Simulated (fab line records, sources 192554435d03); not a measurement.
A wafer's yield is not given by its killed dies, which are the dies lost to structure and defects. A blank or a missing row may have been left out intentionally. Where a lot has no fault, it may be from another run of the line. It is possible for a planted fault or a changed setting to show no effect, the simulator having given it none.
fab line records	flow n5-finfet
[record] lots = 7	wafers = 39
route steps=1938 shown BEOL_M6@1239 BEOL_M8@1332 BEOL_M10@1473
start-h: start of the lot's first displayed wafer, in hours after the record's first day	wait-h: time in hours since the lot's previous step	" unchanged from the row above	L1.1+2: one row covering several wafers at once	- either no value or no given start	* or withheld: withheld	< > ~ a bound
route shown NAME@n: NAME is a module with steps in the file, n the number in the route of the first one	usual: mean/standard deviation of fault-free wafers	same: alike in all rows	chamber/n: place in a boat	sites: readings site by site	_std_site: the values' standard deviation	_edge_site: the outer-site mean with the inner-site mean subtracted	radius-mm: how far each site lies from the wafer's centre	mask NAME#n: copy n	behind: the last tool/chamber to shape the wafer	hold: the reason the lot was held/the length of the hold in hours/how it ended	device: names the non-switching transistor (n, p or np)	end of line: the tests these same wafers got at the end of their route	for a step that has no rows: nothing shown but its recipe	killed: dies lost to structure and defects at the first sort, not the wafer's yield	map: shows each die of a wafer: x if killed, . if not, _ if none is there
set.NAME: setting as actually run; set.NAME@STEP: the setting as run at that earlier step	model.NAME: the simulator's own value behind a step, which no gauge read
one table per step and one row per wafer, for lots whose settings were changed on purpose
[[steps]]
[step N5_BEOL_M6_TRENCH_ETCH_37]
[recipe] chemistry = C4F6/O2	target-depth-a = 944.35	target = SiCOH_lowk	time-s = 31.5	ion-energy-ev = 250	pressure-mtorr = 30	source-w = 345	bias-w = 185	Ar_flow_sccm = 300	C4F6_flow_sccm = 10	O2_flow_sccm = 10
lot.wafer	tool	chamber	start-h	wait-h	set.target-depth-a	model.BEOL_M6.feature-depth-nm	model.etch.depth-nm	model.TiN_of_BEOL_M6_HM_DEP_02.thk-nm
L075.3	rie-diel-01	1	-	-	944.35	93.6	93.57	17.4
L075.4	"	3	"	"	944.35	93.8	93.89	17.2
L075.6	"	0	"	"	944.35	92.2	92.14	17.6
L078.1	rie-diel-06	0	-	-	944.35	97.8	97.7	17.6
L078.2	"	1	"	"	1395	145.6	145.6	15.8
L078.3	"	3	"	"	944.35	97.2	97.16	17.4
L078.4	"	2	"	"	1395	139.4	139.5	16
L078.5	"	1	"	"	944.35	98	97.96	17
L078.6	"	0	"	"	1395	144.4	144.4	16.2
L081.1	rie-diel-01	0	-	-	685.5	67.4	67.35	18.2
L081.2	"	2	"	"	685.5	68.4	68.34	18.4
L081.3	"	1	"	"	685.5	66.6	66.59	18.2
L081.4	"	3	"	"	944.35	93.4	93.35	17.6
L081.5	"	3	"	"	944.35	93	93.07	17.4
L081.6	"	0	"	"	944.35	93	93.02	17.4
L082.1	rie-diel-06	1	-	-	757.8	79.2	79.28	17.8
L082.2	"	3	"	"	757.8	79	78.92	18.2
L082.3	"	0	"	"	757.8	77.8	77.79	18
L082.4	"	2	"	"	944.35	93.8	93.7	17.4
L082.5	"	2	"	"	944.35	94.4	94.36	17.4
L082.6	"	3	"	"	944.35	98.2	98.29	17.2
L089.1	rie-diel-02	0	-	-	1212	122.8	122.8	17.2
L089.2	"	1	"	"	1212	120.4	120.3	17.2
L089.3	"	2	"	"	944.35	96	95.99	17.6
L089.4	"	3	"	"	1212	122.2	122.2	17
L089.5	"	1	"	"	944.35	93.4	93.42	18
L089.6	"	0	"	"	944.35	95.6	95.62	17.2
L092.1	rie-diel-01	0	-	-	645.5	63.4	63.41	18.8
L092.2	"	3	"	"	645.5	64.4	64.42	18.4
L092.3	"	1	"	"	944.35	93.6	93.61	17.8
L092.4	"	2	"	"	944.35	93.2	93.2	17.8
L092.5	"	1	"	"	944.35	94	93.97	17.4
L092.6	"	2	"	"	645.5	63.8	63.88	18.6
L094.1	rie-diel-01	1	-	-	528.5	51.2	51.19	18.6
L094.2	"	2	"	"	944.35	91.6	91.55	17.6
L094.3	"	3	"	"	528.5	52.4	52.45	18.2
L094.4	"	2	"	"	944.35	91.6	91.64	17.6
L094.5	"	3	"	"	944.35	93	93.03	17.6
L094.6	"	1	"	"	528.5	51.6	51.64	18.6
[step N5_BEOL_M6_ETCH_41]
[recipe] chemistry = CH3F/O2	target = SiCN	target-depth-a = 297	taper-deg = 2	time-s = 52	ion-energy-ev = 120	mask-material = TiN	pressure-mtorr = 30	source-w = 395	bias-w = 75	Ar_flow_sccm = 150	CH3F_flow_sccm = 30	O2_flow_sccm = 20
[step N5_BEOL_M6_STRIP_80]
[recipe] chemistry = N2/H2	time-s = 10	power-w = 450	temp-c = 40	pressure-mtorr = 20	rf-frequency-hz = 6e+07	bias-power-w = 7	n2-flow-sccm = 200	h2-flow-sccm = 200
[step N5_BEOL_M6_OCD_MEAS_38]
[usual] trench-depth-nm = 94.8/2
lot.wafer	tool	chamber	start-h	wait-h	set.target-depth-a@BEOL_M6_TRENCH_ETCH_37	trench-depth-nm
L075.3	ocd-01	-	187.96	-	944.35	93.7
L075.4	"	-	"	"	944.35	93.6
L075.6	"	-	"	"	944.35	92.5
L078.1	ocd-01	-	194.59	-	944.35	97.8
L078.2	"	-	"	"	1395	145.3
L078.3	"	-	"	"	944.35	97.1
L078.4	"	-	"	"	1395	139.2
L078.5	"	-	"	"	944.35	98.3
L078.6	"	-	"	"	1395	144.1
L081.1	ocd-02	-	223.86	-	685.5	67.4
L081.2	"	-	"	"	685.5	68.5
L081.3	"	-	"	"	685.5	67.1
L081.4	"	-	"	"	944.35	93.3
L081.5	"	-	"	"	944.35	93.3
L081.6	"	-	"	"	944.35	92.7
L082.1	ocd-02	-	232.00	-	757.8	78.9
L082.2	"	-	"	"	757.8	78.8
L082.3	"	-	"	"	757.8	77.7
L082.4	"	-	"	"	944.35	93.1
L082.5	"	-	"	"	944.35	94.3
L082.6	"	-	"	"	944.35	97.8
L089.1	ocd-01	-	264.67	-	1212	122.9
L089.2	"	-	"	"	1212	120.3
L089.3	"	-	"	"	944.35	95.8
L089.4	"	-	"	"	1212	122.7
L089.5	"	-	"	"	944.35	93.0
L089.6	"	-	"	"	944.35	96.0
L092.1	ocd-02	-	286.97	-	645.5	63.7
L092.2	"	-	"	"	645.5	64.5
L092.3	"	-	"	"	944.35	93.3
L092.4	"	-	"	"	944.35	92.9
L092.5	"	-	"	"	944.35	94.4
L092.6	"	-	"	"	645.5	63.0
L094.1	ocd-02	-	314.94	-	528.5	50.7
L094.2	"	-	"	"	944.35	91.8
L094.3	"	-	"	"	528.5	52.7
L094.4	"	-	"	"	944.35	92.1
L094.5	"	-	"	"	944.35	93.2
L094.6	"	-	"	"	528.5	51.8
[step N5_BEOL_M6_HM_STRIP_39]
[recipe] chemistry = peroxide-tin-strip	material = TiN	target-depth-a = 250	temp-c = 50	time-s = 158
[step N5_BEOL_M6_SRD_40]
[recipe] time-s = 30	temp-c = 23	rinse-liquid = diw	dry = ipa-marangoni
[step N5_BEOL_M6_ECD_50]
[recipe] material = Cu	target-thk-a = 3000
[step N5_BEOL_M6_ANNEAL_51]
[recipe] temp-c = 225	time-s = 90	ambient = N2
[step N5_BEOL_M6_CMP_52]
[recipe] stop-on = SiCOH_lowk	t-overpolish-s = 6.9	down-force-psi = 1	platen-rpm = 50	clearing-platen-down-force-psi = 1.5	clearing-platen-rpm = 50	post-cmp-clean = cu-alkaline	target-thk-nm = 80	clearing-platen-pad-velocity-m-s = 0.99484	pad-velocity-m-s = 0.99484
lot.wafer	tool	chamber	start-h	wait-h	set.target-depth-a@BEOL_M6_TRENCH_ETCH_37	model.Cu_of_BEOL_M6_ECD_50.thk-nm
L075.3	cmp-04	2	190.23	0.2	944.35	79.6
L075.4	"	0	"	"	944.35	80.8
L075.6	"	2	"	"	944.35	77
L078.1	cmp-02	3	198.68	0.3	944.35	83.6
L078.3	"	0	"	"	944.35	81
L078.4	"	1	"	"	1395	125.4
L078.2	"	2	"	"	1395	134
L078.5	"	3	"	"	944.35	85.8
L078.6	"	0	"	"	1395	130
L081.1	cmp-04	0	227.90	0.3	685.5	52.6
L081.3	"	1	"	"	685.5	53.2
L081.4	"	2	"	"	944.35	78.4
L081.2	"	3	"	"	685.5	55.4
L081.6	"	0	"	"	944.35	77.6
L081.5	"	1	"	"	944.35	80.2
L082.2	cmp-02	0	234.19	0.2	757.8	63.6
L082.3	"	1	"	"	757.8	63.8
L082.4	"	2	"	"	944.35	80.8
L082.1	"	3	"	"	757.8	64.8
L082.6	"	0	"	"	944.35	82.8
L082.5	"	1	"	"	944.35	81.6
L089.2	cmp-01	2	266.45	0.2	1212	106.8
L089.4	"	3	"	"	1212	107.2
L089.3	"	0	"	"	944.35	81.6
L089.1	"	1	"	"	1212	108.8
L089.6	"	2	"	"	944.35	82.8
L089.5	"	3	"	"	944.35	77.8
L092.4	cmp-01	3	290.70	0.1	944.35	78.6
L092.1	"	0	"	"	645.5	50.8
L092.2	"	1	"	"	645.5	50.4
L092.3	"	2	"	"	944.35	81.6
L092.5	"	3	"	"	944.35	79.4
L092.6	"	0	"	"	645.5	49.6
L094.3	cmp-02	3	316.57	0.2	528.5	39.2
L094.1	"	0	"	"	528.5	35.2
L094.2	"	1	"	"	944.35	78.2
L094.4	"	2	"	"	944.35	79.2
L094.5	"	3	"	"	944.35	79.8
L094.6	"	0	"	"	528.5	37.6
[step N5_BEOL_M6_THK_MEAS_53]
[recipe] thk-meas-gauge = xrf	reads = Cu_of_BEOL_M6_ECD_50
[usual] M6_THK = 79.8/2.4
lot.wafer	tool	chamber	start-h	wait-h	set.target-depth-a@BEOL_M6_TRENCH_ETCH_37	M6_THK[nm]
L075.3	film-metro-02	-	190.52	-	944.35	78.4
L075.4	"	-	"	"	944.35	79.4
L075.6	"	-	"	"	944.35	76.0
L078.1	film-metro-02	-	198.97	-	944.35	82.4
L078.2	"	-	"	"	1395	131.2
L078.3	"	-	"	"	944.35	80.0
L078.4	"	-	"	"	1395	123.7
L078.5	"	-	"	"	944.35	85.0
L078.6	"	-	"	"	1395	127.9
L081.1	film-metro-02	-	228.19	-	685.5	52.1
L081.2	"	-	"	"	685.5	54.6
L081.3	"	-	"	"	685.5	52.5
L081.4	"	-	"	"	944.35	77.8
L081.5	"	-	"	"	944.35	79.9
L081.6	"	-	"	"	944.35	76.8
L082.1	film-metro-01	-	234.48	-	757.8	64.0
L082.2	"	-	"	"	757.8	62.8
L082.3	"	-	"	"	757.8	63.1
L082.4	"	-	"	"	944.35	79.8
L082.5	"	-	"	"	944.35	80.4
L082.6	"	-	"	"	944.35	81.7
L089.1	film-metro-01	-	266.74	-	1212	107.5
L089.2	"	-	"	"	1212	106.0
L089.3	"	-	"	"	944.35	80.6
L089.4	"	-	"	"	1212	106.4
L089.5	"	-	"	"	944.35	76.9
L089.6	"	-	"	"	944.35	81.8
L092.1	film-metro-02	-	291.00	-	645.5	50.0
L092.2	"	-	"	"	645.5	49.5
L092.3	"	-	"	"	944.35	80.0
L092.4	"	-	"	"	944.35	77.3
L092.5	"	-	"	"	944.35	77.8
L092.6	"	-	"	"	645.5	48.8
L094.1	film-metro-02	-	316.86	-	528.5	35.1
L094.2	"	-	"	"	944.35	78.2
L094.3	"	-	"	"	528.5	39.1
L094.4	"	-	"	"	944.35	79.4
L094.5	"	-	"	"	944.35	79.6
L094.6	"	-	"	"	528.5	37.4
[step N5_BEOL_M6_PRE_CLEAN_55]
[recipe] gas = NH3	time-s = 15	temp-c = withheld	rf-power-w = 300
[step N5_BEOL_M6_DEP_56]
[recipe] material = SiCN	target-thk-a = 100	temp-c = withheld	precursor = 3MS/NH3	pressure-torr = 3	rf-w = 202	time-s = 17.5
[step N5_BEOL_M6_RS_MEAS_57]
[recipe] thk-meas-gauge = four-point-probe	reads = Cu_of_BEOL_M6_ECD_50+Co_of_BEOL_M6_CVD_78+TaN_of_BEOL_M6_ALD_77
[usual] M6_RS = 0.283/0.0095
lot.wafer	tool	chamber	start-h	wait-h	set.target-depth-a@BEOL_M6_TRENCH_ETCH_37	M6_RS[ohm/sq]
L075.3	film-metro-02	-	190.66	0.1	944.35	0.289
L075.4	"	-	"	"	944.35	0.283
L075.6	"	-	"	"	944.35	0.299
L078.1	film-metro-01	-	199.10	0.1	944.35	0.272
L078.2	"	-	"	"	1395	0.159
L078.3	"	-	"	"	944.35	0.281
L078.4	"	-	"	"	1395	0.171
L078.5	"	-	"	"	944.35	0.264
L078.6	"	-	"	"	1395	0.164
L081.1	film-metro-01	-	228.33	0.1	685.5	0.474
L081.2	"	-	"	"	685.5	0.446
L081.3	"	-	"	"	685.5	0.468
L081.4	"	-	"	"	944.35	0.293
L081.5	"	-	"	"	944.35	0.285
L081.6	"	-	"	"	944.35	0.296
L082.1	film-metro-01	-	234.65	0.1	757.8	0.366
L082.2	"	-	"	"	757.8	0.376
L082.3	"	-	"	"	757.8	0.374
L082.4	"	-	"	"	944.35	0.282
L082.5	"	-	"	"	944.35	0.280
L082.6	"	-	"	"	944.35	0.275
L089.1	film-metro-02	-	266.87	0.1	1212	0.201
L089.2	"	-	"	"	1212	0.205
L089.3	"	-	"	"	944.35	0.280
L089.4	"	-	"	"	1212	0.204
L089.5	"	-	"	"	944.35	0.295
L089.6	"	-	"	"	944.35	0.274
L092.1	film-metro-01	-	291.13	0.1	645.5	0.495
L092.2	"	-	"	"	645.5	0.502
L092.3	"	-	"	"	944.35	0.279
L092.4	"	-	"	"	944.35	0.292
L092.5	"	-	"	"	944.35	0.289
L092.6	"	-	"	"	645.5	0.511
L094.1	film-metro-02	-	316.99	0.1	528.5	0.794
L094.2	"	-	"	"	944.35	0.294
L094.3	"	-	"	"	528.5	0.692
L094.4	"	-	"	"	944.35	0.289
L094.5	"	-	"	"	944.35	0.288
L094.6	"	-	"	"	528.5	0.729
[step N5_BEOL_M8_ILD_DEP_00]
[recipe] material = SiCOH_lowk	target-thk-a = 1797.5	temp-c = 300	precursor = DEMS/porogen	pressure-torr = 5	rf-w = 500	time-s = 33.4
lot.wafer	tool	chamber	start-h	wait-h	set.time-s	model.SiCOH_lowk_of_BEOL_M8_ILD_DEP_00.thk-nm
L075.3	pecvd-03	2	198.64	0.0	33.4	177
L075.4	"	0	"	"	33.4	179.2
L075.6	"	2	"	"	33.4	179
L078.1	pecvd-01	0	205.79	0.0	48.34	255.2
L078.2	"	2	"	"	33.4	176.6
L078.3	"	1	"	"	33.4	181.8
L078.4	"	1	"	"	48.34	261.8
L078.5	"	2	"	"	33.4	181
L078.6	"	0	"	"	48.34	261.4
L081.1+6	pecvd-03	1	234.14	0.0	33.4	181.4
L081.2	"	2	"	"	50.6	266.6
L081.3	"	1	"	"	50.6	271.2
L081.4	"	2	"	"	50.6	272
L081.5	"	2	"	"	33.4	182.8
L082.1	pecvd-02	1	243.63	0.0	33.4	179.8
L082.2	"	2	"	"	45.22	241.8
L082.3	"	0	"	"	45.22	242
L082.4	"	1	"	"	33.4	183.2
L082.5	"	0	"	"	33.4	183.6
L082.6	"	2	"	"	45.22	244
L089.1	pecvd-01	1	273.47	0.0	15.88	90.6
L089.2	"	0	"	"	33.4	180.2
L089.3	"	2	"	"	15.88	86.8
L089.4	"	0	"	"	33.4	184.8
L089.5	"	1	"	"	33.4	183.8
L089.6	"	2	"	"	15.88	86.6
L092.1	pecvd-03	1	306.60	0.0	25.98	141.6
L092.2	"	0	"	"	33.4	177
L092.3	"	2	"	"	33.4	181.4
L092.4	"	0	"	"	25.98	142.2
L092.5	"	1	"	"	33.4	184.2
L092.6	"	2	"	"	25.98	142
L094.1	pecvd-02	2	322.09	0.0	33.4	176.2
L094.2+5	"	1,0	"	"	33.4	181.2
L094.3	"	0	"	"	26.1	139.4
L094.4	"	2	"	"	26.1	142.8
L094.6	"	1	"	"	26.1	146.2
[step N5_BEOL_M8_CURE_74]
[recipe] temp-c = 385	time-s = 240	ambient = He/Ar	material = SiCOH_lowk
lot.wafer	tool	chamber	start-h	wait-h	set.time-s@BEOL_M8_ILD_DEP_00	model.SiCOH_lowk_of_BEOL_M8_ILD_DEP_00.thk-nm
L075.3	uv-cure-02	1	198.86	0.2	33.4	152.6
L075.4	"	1	"	"	33.4	154.6
L075.6	"	1	"	"	33.4	154.4
L078.1	uv-cure-03	1	205.85	0.0	48.34	221
L078.2	"	1	"	"	33.4	152.2
L078.3	"	1	"	"	33.4	156.8
L078.4	"	1	"	"	48.34	226.8
L078.5	"	1	"	"	33.4	156
L078.6	"	1	"	"	48.34	226.4
L081.1+6	uv-cure-01	1	234.22	0.1	33.4	156.4
L081.2	"	1	"	"	50.6	231.2
L081.3	"	1	"	"	50.6	235
L081.4	"	1	"	"	50.6	235.8
L081.5	"	1	"	"	33.4	157.6
L082.1	uv-cure-03	0	243.69	0.0	33.4	155.2
L082.2	"	0	"	"	45.22	209.2
L082.3	"	0	"	"	45.22	209.4
L082.4	"	0	"	"	33.4	158
L082.5	"	0	"	"	33.4	158.4
L082.6	"	0	"	"	45.22	211.2
L089.1	uv-cure-03	1	273.54	0.0	15.88	77.8
L089.2	"	1	"	"	33.4	155.4
L089.3	"	1	"	"	15.88	74.4
L089.4	"	1	"	"	33.4	159.4
L089.5	"	1	"	"	33.4	158.6
L089.6	"	1	"	"	15.88	74.2
L092.1	uv-cure-02	2	306.67	0.0	25.98	122
L092.2	"	2	"	"	33.4	152.6
L092.3	"	2	"	"	33.4	156.6
L092.4	"	2	"	"	25.98	122.4
L092.5	"	2	"	"	33.4	158.8
L092.6	"	2	"	"	25.98	122.2
L094.1	uv-cure-02	2	322.15	0.0	33.4	151.8
L094.2	"	2	"	"	33.4	156.2
L094.3	"	2	"	"	26.1	119.8
L094.4	"	2	"	"	26.1	122.8
L094.5	"	2	"	"	33.4	156.4
L094.6	"	2	"	"	26.1	125.8
[step N5_BEOL_M8_THK_MEAS_01]
[recipe] reads = SiCOH_lowk_of_BEOL_M8_ILD_DEP_00
[usual] M8_ILD_THK = 155.3/2.3
lot.wafer	tool	chamber	start-h	wait-h	set.time-s@BEOL_M8_ILD_DEP_00	M8_ILD_THK[nm]
L075.3	film-metro-01	-	199.22	0.3	33.4	152.6
L075.4	"	-	"	"	33.4	154.7
L075.6	"	-	"	"	33.4	154.5
L078.1	film-metro-02	-	206.37	0.4	48.34	221.2
L078.2	"	-	"	"	33.4	152.4
L078.3	"	-	"	"	33.4	156.8
L078.4	"	-	"	"	48.34	227.0
L078.5	"	-	"	"	33.4	156.1
L078.6	"	-	"	"	48.34	226.4
L081.1	film-metro-02	-	234.73	0.4	33.4	156.4
L081.2	"	-	"	"	50.6	231.5
L081.3	"	-	"	"	50.6	235.1
L081.4	"	-	"	"	50.6	235.9
L081.5	"	-	"	"	33.4	157.6
L081.6	"	-	"	"	33.4	156.3
L082.1	film-metro-01	-	244.20	0.4	33.4	154.9
L082.2	"	-	"	"	45.22	209.2
L082.3	"	-	"	"	45.22	209.5
L082.4	"	-	"	"	33.4	158.1
L082.5	"	-	"	"	33.4	158.4
L082.6	"	-	"	"	45.22	211.2
L089.1	film-metro-01	-	274.05	0.4	15.88	77.8
L089.2	"	-	"	"	33.4	155.4
L089.3	"	-	"	"	15.88	74.4
L089.4	"	-	"	"	33.4	159.4
L089.5	"	-	"	"	33.4	158.4
L089.6	"	-	"	"	15.88	74.3
L092.1	film-metro-02	-	307.18	0.4	25.98	121.9
L092.2	"	-	"	"	33.4	152.6
L092.3	"	-	"	"	33.4	156.4
L092.4	"	-	"	"	25.98	122.4
L092.5	"	-	"	"	33.4	159.0
L092.6	"	-	"	"	25.98	122.3
L094.1	film-metro-02	-	322.67	0.4	33.4	151.8
L094.2	"	-	"	"	33.4	156.3
L094.3	"	-	"	"	26.1	119.8
L094.4	"	-	"	"	26.1	122.7
L094.5	"	-	"	"	33.4	156.5
L094.6	"	-	"	"	26.1	125.8
[step N5_BEOL_M10_PECVD_70]
[recipe] material = SiO2	target-thk-a = 200	temp-c = 400	precursor = TEOS/O2	pressure-torr = 5.5	rf-w = 450	teos-flow-sccm = 53.8	gas = O2	flow-sccm = 3000	time-s = 22.7
lot.wafer	tool	chamber	start-h	wait-h	set.time-s	model.SiO2_of_BEOL_M10_PECVD_70.thk-nm
L075.3	pecvd-02	0	213.14	0.0	22.7	19.6
L075.4	"	1	"	"	22.7	19.8
L075.6	"	0	"	"	22.7	20
L078.1	pecvd-02	0	223.91	0.0	22.7	19.8
L078.2+6	"	2,0	"	"	22.7	20.2
L078.3+4	"	1	"	"	22.7	20
L078.5	"	2	"	"	22.7	20.4
L081.1	pecvd-04	0	249.14	0.0	22.7	19.8
L081.2+4	"	2	"	"	16.66	14.8
L081.3	"	1	"	"	22.7	19.6
L081.5	"	1	"	"	22.7	20
L081.6	"	0	"	"	16.66	14.6
L082.1	pecvd-04	2	258.62	0.0	22.7	20
L082.2	"	1	"	"	15.23	13.2
L082.3	"	0	"	"	22.7	19.6
L082.4	"	2	"	"	22.7	20.4
L082.5	"	0	"	"	15.23	14
L082.6	"	1	"	"	15.23	13.6
L089.1	pecvd-02	1	292.71	0.0	22.7	19.6
L089.2+3	"	2,0	"	"	13.91	12.4
L089.4	"	2	"	"	13.91	12.8
L089.5	"	1	"	"	22.7	20
L089.6	"	0	"	"	22.7	19.8
L092.1	pecvd-02	0	335.51	0.0	22.7	19.6
L092.2	"	2	"	"	32.35	28.4
L092.3	"	1	"	"	22.7	19.4
L092.4	"	2	"	"	32.35	28.6
L092.5	"	0	"	"	32.35	28.2
L092.6	"	1	"	"	22.7	20
L094.1	pecvd-02	0	342.17	0.0	15.34	13.2
L094.2	"	1	"	"	22.7	19.6
L094.3+4	"	2,1	"	"	15.34	13.8
L094.5	"	2	"	"	22.7	20.4
L094.6	"	0	"	"	22.7	20.2
[step N5_BEOL_M10_HM_DEP_02]
[recipe] material = TiN	target-thk-a = 200	temp-c = 25	chamber-pressure-pa = 0.49996
[step N5_BEOL_M10_COAT_59]
[recipe] resist = SOC	temp-c = 250	time-s = 60	spin-rpm = 1500	resist-thk-nm = 100
[step N5_BEOL_M10_ECD_50]
[recipe] material = Cu	target-thk-a = 3180
[step N5_BEOL_M10_ANNEAL_51]
[recipe] temp-c = 225	time-s = 90	ambient = N2
[step N5_BEOL_M10_CMP_52]
[recipe] stop-on = SiCOH_lowk	t-overpolish-s = 7	down-force-psi = 1	platen-rpm = 50	clearing-platen-down-force-psi = 1.5	clearing-platen-rpm = 50	post-cmp-clean = cu-alkaline	target-thk-nm = 140	clearing-platen-pad-velocity-m-s = 0.99484	pad-velocity-m-s = 0.99484
[usual] barrier-field-endpoint-s = 29.1/0.84
lot.wafer	tool	chamber	start-h	wait-h	set.time-s@BEOL_M10_PECVD_70	barrier-field-endpoint-s
L075.3	cmp-04	0	219.34	0.2	22.7	27.4
L075.4	"	1	"	"	22.7	28.5
L075.6	"	1	"	"	22.7	28.7
L078.1	cmp-02	1	233.85	0.3	22.7	28.8
L078.2	"	2	"	"	22.7	29.2
L078.3	"	3	"	"	22.7	28.7
L078.4	"	0	"	"	22.7	28.1
L078.5	"	1	"	"	22.7	29.0
L078.6	"	2	"	"	22.7	29.3
L081.3	cmp-04	2	255.11	0.3	22.7	28.9
L081.2	"	3	"	"	16.66	22.9
L081.4	"	0	"	"	16.66	23.0
L081.1	"	1	"	"	22.7	30.0
L081.5	"	2	"	"	22.7	29.2
L081.6	"	3	"	"	16.66	23.3
L082.1	cmp-02	0	265.65	0.3	22.7	28.1
L082.4	"	1	"	"	22.7	29.5
L082.2	"	2	"	"	15.23	21.4
L082.3	"	3	"	"	22.7	28.1
L082.5	"	0	"	"	15.23	20.8
L082.6	"	1	"	"	15.23	20.7
L089.4	cmp-01	3	299.68	0.1	13.91	19.7
L089.2	"	0	"	"	13.91	19.4
L089.3	"	1	"	"	13.91	19.6
L089.1	"	2	"	"	22.7	29.1
L089.6	"	3	"	"	22.7	28.8
L089.5	"	0	"	"	22.7	28.3
L092.1	cmp-02	1	340.82	0.3	22.7	28.6
L092.3	"	2	"	"	22.7	29.5
L092.4	"	3	"	"	32.35	40.2
L092.2	"	0	"	"	32.35	38.7
L092.5	"	1	"	"	32.35	39.2
L092.6	"	2	"	"	22.7	30.3
L094.3	cmp-04	2	347.73	0.2	15.34	21.7
L094.1	"	3	"	"	15.34	21.0
L094.2	"	0	"	"	22.7	29.6
L094.4	"	1	"	"	15.34	22.1
L094.6	"	2	"	"	22.7	29.2
L094.5	"	3	"	"	22.7	30.0
[[key]]
[split] step = N5_BEOL_M6_TRENCH_ETCH_37	setting = target-depth-a	stated = 944.35	by = wafer
[response] step = N5_BEOL_M6_TRENCH_ETCH_37	reading = model.BEOL_M6.feature-depth-nm	change = +0.933	per = 1%	r = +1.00
[response] step = N5_BEOL_M6_TRENCH_ETCH_37	reading = model.etch.depth-nm	change = +0.933	per = 1%	r = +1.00
[response] step = N5_BEOL_M6_TRENCH_ETCH_37	reading = model.TiN_of_BEOL_M6_HM_DEP_02.thk-nm	change = -0.0251	per = 1%	r = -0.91
[response] step = N5_BEOL_M6_OCD_MEAS_38	reading = trench-depth-nm	change = +0.932	per = 1%	r = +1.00
[response] step = N5_BEOL_M6_CMP_52	reading = model.Cu_of_BEOL_M6_ECD_50.thk-nm	change = +0.947	per = 1%	r = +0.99
[response] step = N5_BEOL_M6_THK_MEAS_53	reading = M6_THK	change = +0.936	per = 1%	r = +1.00
[response] step = N5_BEOL_M6_RS_MEAS_57	reading = M6_RS	change = -0.00566	per = 1%	r = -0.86
[split] step = N5_BEOL_M8_ILD_DEP_00	setting = time-s	stated = 33.4	by = wafer
[response] step = N5_BEOL_M8_ILD_DEP_00	reading = model.SiCOH_lowk_of_BEOL_M8_ILD_DEP_00.thk-nm	change = +1.75	per = 1%	r = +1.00
[response] step = N5_BEOL_M8_CURE_74	reading = model.SiCOH_lowk_of_BEOL_M8_ILD_DEP_00.thk-nm	change = +1.53	per = 1%	r = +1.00
[response] step = N5_BEOL_M8_THK_MEAS_01	reading = M8_ILD_THK	change = +1.53	per = 1%	r = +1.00
[split] step = N5_BEOL_M10_PECVD_70	setting = time-s	stated = 22.7	by = wafer
[response] step = N5_BEOL_M10_PECVD_70	reading = model.SiO2_of_BEOL_M10_PECVD_70.thk-nm	change = +0.196	per = 1%	r = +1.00
[response] step = N5_BEOL_M10_CMP_52	reading = barrier-field-endpoint-s	change = +0.237	per = 1%	r = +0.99
